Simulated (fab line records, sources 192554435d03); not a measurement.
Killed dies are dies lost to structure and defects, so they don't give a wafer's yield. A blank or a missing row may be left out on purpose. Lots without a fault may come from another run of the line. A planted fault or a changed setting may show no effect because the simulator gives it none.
Which tool did it? | flow n5_finfet | 12 lots, 36 wafers sampled, at 5 steps of a route of 1938

WHAT THE GAUGES READ, wafer by wafer
N5_BEOL_M5_INSPECT_13: inspects for defects (brightfield).
lot  | measured     | on                | raw_defect_count
L074 | day 8 12:05  | defect_inspect-01 | 342 454 430
L077 | day 9 08:14  | defect_inspect-01 | 354 390 528
L079 | day 9 14:49  | defect_inspect-02 | 441 383 510
L080 | day 9 16:54  | defect_inspect-01 | 581 689 798
L084 | day 10 16:59 | defect_inspect-01 | 472 484 559
L085 | day 10 19:17 | defect_inspect-01 | 263 558 467
L087 | day 11 10:11 | defect_inspect-01 | 372 525 296
L089 | day 11 16:45 | defect_inspect-01 | 407 495 369
L091 | day 12 01:44 | defect_inspect-02 | 291 309 351
L092 | day 12 23:25 | defect_inspect-02 | 374 477 771
L094 | day 13 08:14 | defect_inspect-02 | 316 399 446
L097 | day 13 14:15 | defect_inspect-02 | 333 307 354

WHICH TOOL RAN EACH LOT (tool, then ch and the chambers of the sampled wafers, then the start)
lot  | N5_BEOL_M4_DESCUM_33               | N5_BEOL_M4_SPUTTER_79        | N5_BEOL_M4_ANNEAL_89         | N5_BEOL_M4_ANNEAL_95
L074 | rie_diel-05 ch 1,2, day 7 21:14    | pvd_sputter-02, day 8 06:35  | pvd_sputter-02, day 8 07:20  | pvd_sputter-02, day 8 07:59
L077 | rie_diel-06 ch 0,2,3, day 8 10:57  | pvd_sputter-02, day 9 02:25  | pvd_sputter-02, day 9 03:10  | pvd_sputter-02, day 9 03:49
L079 | rie_diel-05 ch 0,2,3, day 9 05:28  | pvd_sputter-03, day 9 08:46  | pvd_sputter-03, day 9 09:30  | pvd_sputter-03, day 9 10:10
L080 | rie_diel-05 ch 1,2, day 9 06:37    | pvd_sputter-02, day 9 10:29  | pvd_sputter-02, day 9 11:13  | pvd_sputter-02, day 9 11:53
L084 | rie_diel-04 ch 0,2,3, day 10 08:50 | pvd_sputter-03, day 10 11:54 | pvd_sputter-03, day 10 12:38 | pvd_sputter-03, day 10 13:18
L085 | rie_diel-06 ch 1,2, day 10 09:58   | pvd_sputter-02, day 10 13:58 | pvd_sputter-02, day 10 14:42 | pvd_sputter-02, day 10 15:22
L087 | rie_diel-04 ch 0,3, day 10 22:11   | pvd_sputter-01, day 11 04:50 | pvd_sputter-01, day 11 05:35 | pvd_sputter-01, day 11 06:14
L089 | rie_diel-06 ch 0,2,3, day 11 07:25 | pvd_sputter-02, day 11 10:37 | pvd_sputter-02, day 11 11:22 | pvd_sputter-02, day 11 12:01
L091 | rie_diel-06 ch 0,1,3, day 11 12:10 | pvd_sputter-01, day 11 17:59 | pvd_sputter-01, day 11 18:44 | pvd_sputter-01, day 11 19:23
L092 | rie_diel-06 ch 1,2, day 12 13:34   | pvd_sputter-01, day 12 17:52 | pvd_sputter-01, day 12 18:36 | pvd_sputter-01, day 12 19:16
L094 | rie_diel-05 ch 0,1,2, day 13 00:13 | pvd_sputter-01, day 13 02:44 | pvd_sputter-01, day 13 03:29 | pvd_sputter-01, day 13 04:08
L097 | rie_diel-06 ch 1,2,3, day 13 02:24 | pvd_sputter-02, day 13 08:16 | pvd_sputter-02, day 13 09:00 | pvd_sputter-02, day 13 09:40
- N5_BEOL_M4_DESCUM_33: chemistry O2, time 7 s.
- N5_BEOL_M4_SPUTTER_79: material Cu, target thk 4.5 nm, time 8.29 s.
- N5_BEOL_M4_ANNEAL_89: time 240 s.
- N5_BEOL_M4_ANNEAL_95: time 240 s.

THE ANSWER, worked out from the rows above alone
Rule: what is usual is taken from the lots themselves. Put in order of their means at a reading, lots are off if they are a third of the lots or fewer, leave a main group of 4 or more, and stand apart from it by a gap of 3 or more times the standard deviation of the main group's means; of several such gaps the widest counts. A main group whose means are all the same, to the digits that the tables above print for the reading, isn't used. A lot without any number at a reading at which 4 lots or more have one is off too. The other lots that the step has rows for count as sound.
No lot is off at any reading shown: from this, nothing can be told.

WHAT THE SIMULATOR HAD PUT IN
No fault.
